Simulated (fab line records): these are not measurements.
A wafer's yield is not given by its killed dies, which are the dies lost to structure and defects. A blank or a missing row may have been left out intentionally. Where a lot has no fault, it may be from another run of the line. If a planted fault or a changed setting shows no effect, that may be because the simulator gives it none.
Chamber matching ; flow n5-finfet ; 3 sister chambers for N5_BEOL_M10_DEP_56 on pecvd-01
The step deposits SiCN from 3MS/NH3, target thk 15 nm, time 26.5 s. 22 wafers are shown with their chamber, then 11 later ones without.

## WAFERS WITH THEIR CHAMBER
wafer;chamber;throttle-valve-pct (%);showerhead-plenum-p-Torr (Torr)
L082.1;2;8.7;3.684
L082.5;0;9.4;3.640
L082.6;2;8.8;3.684
L083.2;2;8.3;3.667
L083.4;0;9.5;3.641
L083.6;2;8.8;3.675
L084.1;0;9.4;3.651
L084.2;1;8.8;3.678
L084.3;2;8.7;3.676
L084.4;0;9.5;3.634
L084.5;2;8.8;3.672
L084.6;1;9.1;3.680
L085.1;2;8.6;3.679
L085.3;0;9.6;3.651
L085.5;2;8.4;3.680
L086.1;0;9.5;3.646
L086.3;2;8.7;3.675
L086.5;2;8.8;3.676
L090.1;2;8.5;3.691
L090.5;2;8.7;3.675
L090.6;1;8.9;3.664
L095.3;1;8.9;3.679

SIGNATURES (averages over the wafers above)
reading;chamber 0;chamber 1;chamber 2;scatter within a chamber
throttle-valve-pct;9.483;8.925;8.650;0.143
showerhead-plenum-p-Torr;3.64383;3.67525;3.67783;0.00663
Rule: for each reading, subtract the chamber's mean from the wafer's reading, divide by that reading's scatter and square the result; add these up over the readings and take the root, which gives the wafer's distance from the chamber. If the next closest chamber is less than 2 further off than the closest, the wafer can't be placed; otherwise it belongs to the closest. The scatter: the root of (the sum of the squares of (reading less its chamber's mean) over the shown wafers, divided by (wafers less chambers)).

## WAFERS WITH NO CHAMBER GIVEN
wafer;throttle-valve-pct (%);showerhead-plenum-p-Torr (Torr)
L095.4;9.1;3.671
L095.6;9.1;3.648
L094.2;9.0;3.668
L094.4;8.9;3.675
L094.6;9.1;3.678
L096.1;8.9;3.684
L096.5;9.1;3.679
L096.6;8.8;3.685
L097.4;9.5;3.649
L097.5;8.7;3.674
L097.6;9.0;3.673

## WHICH CHAMBER EACH WENT THROUGH
wafer;from the rows above;in truth
L095.4;can't be placed: 1 or 2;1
L095.6;can't be placed: 0 or 1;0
L094.2;can't be placed: 1 or 2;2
L094.4;can't be placed: 1 or 2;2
L094.6;can't be placed: 1 or 2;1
L096.1;can't be placed: 1 or 2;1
L096.5;can't be placed: 1 or 2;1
L096.6;can't be placed: 2 or 1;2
L097.4;0;0
L097.5;can't be placed: 2 or 1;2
L097.6;can't be placed: 1 or 2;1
1 of 11 placed correctly. From these rows, 10 cannot be placed; in 10 the true chamber is one of the candidates. Wrongly placed: 0.
